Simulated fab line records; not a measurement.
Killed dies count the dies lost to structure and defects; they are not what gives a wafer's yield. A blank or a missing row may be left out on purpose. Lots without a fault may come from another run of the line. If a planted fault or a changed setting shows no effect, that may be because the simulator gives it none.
Struck lot and sound lot, side by side :: flow nand_harc :: 14 steps out of a route of 1302
Sound: wafers L907.3, L907.4, L907.5. Struck: wafer L912.3 (L912.5, L912.6, from the same lot, were not struck and are left out); the cause is given at the end.
Each step with rows lists, per side, the tool, then ch with its chambers, then its first start. Under that, the readings that differ: sound wafers :: struck wafers :: difference of the means :: sigmas: that difference in standard deviations of wafers without a fault.
alike: a reading whose means differ by less than 2 such deviations, as well as words and numbers matching on both sides. not compared: withheld readings; readings where some wafer has no value; bounds like >300 that might hide an equal value; numbers whose values overlap and for which the record gives no deviation.
A row with sigmas, a row that says differs or no value, or rows on one side alone: a step with any of these is where the two part. Numbers that have no deviation but don't overlap get no sigmas and don't part them. Lack of a reading on every wafer of one side parts them only where that side has two or more wafers.

NHARC_P_M2_INSPECT_27:
  sound on defect_inspect-02 at day 6 20:08; struck on defect_inspect-01 at day 9 03:08
  alike: raw_defect_count
NHARC_P_M2_PRE_CLEAN_32: time 12 s.
  sound on pecvd-04 ch 0,2, day 6 20:12; struck on pecvd-04 ch 1, day 9 03:14
  alike: heater_power_w, susceptor_temp_C
NHARC_P_M2_DEP_33: deposits SiCN, target thk 30 nm.
  sound on pecvd-04 ch 0,2, day 6 20:17; struck on pecvd-04 ch 1, day 9 03:22
  alike: heater_power_w, susceptor_temp_C
NHARC_P_BONDPAD_DEP_00: deposits SiCN, target thk 250 nm.
  sound on pecvd-04 ch 1,2; struck on pecvd-01 ch 2, day 9 03:47
  alike: heater_power_w, susceptor_temp_C
NHARC_P_BONDPAD_CMP_32: polishes SiCN, target thk 200 nm.
  sound on cmp-03 ch 0,2,3, day 6 21:24; struck on cmp-01 ch 1, day 9 04:06
  alike: motor_current_A
NHARC_P_BONDPAD_THK_MEAS_33: measures by ellipsometry.
  sound on film_metro-02 at day 6 21:37; struck on film_metro-01 at day 9 04:21
  alike: thk_nm
then, 5 steps without rows for these wafers: NHARC_P_BONDPAD_SRD_34; NHARC_P_BONDPAD_DEHYDRATE_01 (time 120 s); NHARC_P_BONDPAD_HMDS_02 (time 30 s); NHARC_P_BONDPAD_COAT_36 (time 65 s); NHARC_P_BONDPAD_COAT_03 (resist thk 600 nm).
NHARC_P_BONDPAD_SOFTBAKE_04: time 70 s.
  sound on litho_track-03 ch 0, day 6 21:00; struck on litho_track-03 ch 0, day 9 04:00
reading: heater_power_total_W (W)
sound: 200.7 200.5 201.8
struck: 207.6
difference: +6.6
sigmas: +5
next, for these wafers, 1 step has no rows: NHARC_P_BONDPAD_EBR_05.
-- the record jumps here: 17 days lie between the struck wafers' starts before and after (it left off in module P_BONDPAD and takes up again in module END, whose first step shown is number 1302 of the route) --
NHARC_END_SORT_01:
  sound on prober-02 ch 0, day 24 16:59; struck on prober-02 ch 0, day 26 08:53
  alike: defect_limited_yield, killed_at_array, killed_at_other, killed_at_periphery, killed_dies, killed_open, killed_short, sort_bin_2_pct, sort_bin_3_pct, sort_bin_4_pct, sort_n_pass, sort_rim_yield_pct, sort_yield_pct

## WHERE THEY PART
Only at NHARC_P_BONDPAD_SOFTBAKE_04, within this record. Later steps at which nothing parts them and some readings are alike: NHARC_END_SORT_01.

WHY: the cause the simulator had injected
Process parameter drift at NHARC_P_BONDPAD_SOFTBAKE_04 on litho_track-03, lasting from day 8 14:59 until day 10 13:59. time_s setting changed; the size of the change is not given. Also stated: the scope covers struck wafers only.
